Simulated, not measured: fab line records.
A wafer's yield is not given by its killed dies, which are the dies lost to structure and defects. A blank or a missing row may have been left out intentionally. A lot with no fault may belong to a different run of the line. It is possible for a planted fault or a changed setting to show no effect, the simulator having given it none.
8D (eight disciplines) problem report, filled in by code	flow nand_harc	the parts of the form that need people (team, actions taken, sign-off) are left out

1. WHAT IS WRONG
A mean of 676 is read at NHARC_END_SORT_01 for killed_at_array, taken on 1 wafer of 1 lot, against 59 (standard deviation 20) on wafers free of any fault. Measured from the usual mean, that is +31 standard deviations.
Seen first at day 28 00:45 on prober-01, wafer L288.5. The record holds 3 wafers of 1 lot with a number at this step. The rule behind "out" and "out of limits": a value lying over 4 standard deviations away from the usual mean. Any other wafer with a number is counted as sound.

2. WHAT IT IS, AND WHAT IT ISN'T
question	is	is not
which readings at this step	killed_at_array, defect_limited_yield, killed_dies	killed_at_other, killed_at_periphery, killed_open, killed_short
which lots	L288	-
which wafers of those lots	L288.5	L288.1, L288.4
read on which gauges	prober-01	-
when	from day 28 00:45	up to then (2 sound wafers)

3. THE SUSPECTS, EACH WITH WHAT RULES IT OUT
Counting: any tool at a process step up to the reading remains a suspect provided it ran every lot that is out. Sound lots after the first of them don't rule it out here, since some wafers of a struck lot are sound.
- the gauge at NHARC_END_SORT_01: kept. All the wafers that are out were read on prober-01, and no step on other tools shows them out.
- ecd_cu-02 at NHARC_A_BONDPAD_ECD_18 (material Cu, target thk 400 nm): kept. It ran the lot that is out, L288 (day 26 12:38).
- rie_diel-13 at NHARC_HYBRID_BOND_ACTIVATE_00 (chemistry N2, time 60 s): kept. It ran the lot that is out, L288 (day 26 13:58).
Left after counting: ecd_cu-02 at NHARC_A_BONDPAD_ECD_18, rie_diel-13 at NHARC_HYBRID_BOND_ACTIVATE_00, prober-01 at NHARC_END_SORT_01.

4. THE CAUSE (what the simulator had put in)
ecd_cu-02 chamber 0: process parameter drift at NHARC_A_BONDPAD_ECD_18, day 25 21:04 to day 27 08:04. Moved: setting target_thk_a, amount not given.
Counting leaves 3 suspects; this tool is one of them.

5. THE CHAIN OF EFFECTS, in route order
Rows list readings where the struck wafers' mean (over those with a number) sits beyond 3 standard deviations from the usual. Scope: only readings with a usual standard deviation given in the record; hours: median across lots of the time from each lot's start at the first step in this table that gives one to its start at this step; sigmas: change in usual standard deviations.
hours	step	reading	usual	on struck wafers	change	sigmas
0	NHARC_END_SORT_01	defect_limited_yield	90 %	0	-90	-29
0	NHARC_END_SORT_01	killed_at_array	59	676	+617	+31
0	NHARC_END_SORT_01	killed_dies	64	677	+613	+29

6. WHAT WOULD HAVE CAUGHT IT SOONER
Counted from the fault's start at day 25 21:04, it took 52 hours until the first out-of-limits reading at a measuring or inspecting step in this record, taken at day 28 00:45.
By day 28 00:45, every lot that is out (1) had started NHARC_A_BONDPAD_ECD_18 on ecd_cu-02. Tool hold at that time: it would have spared none of them.
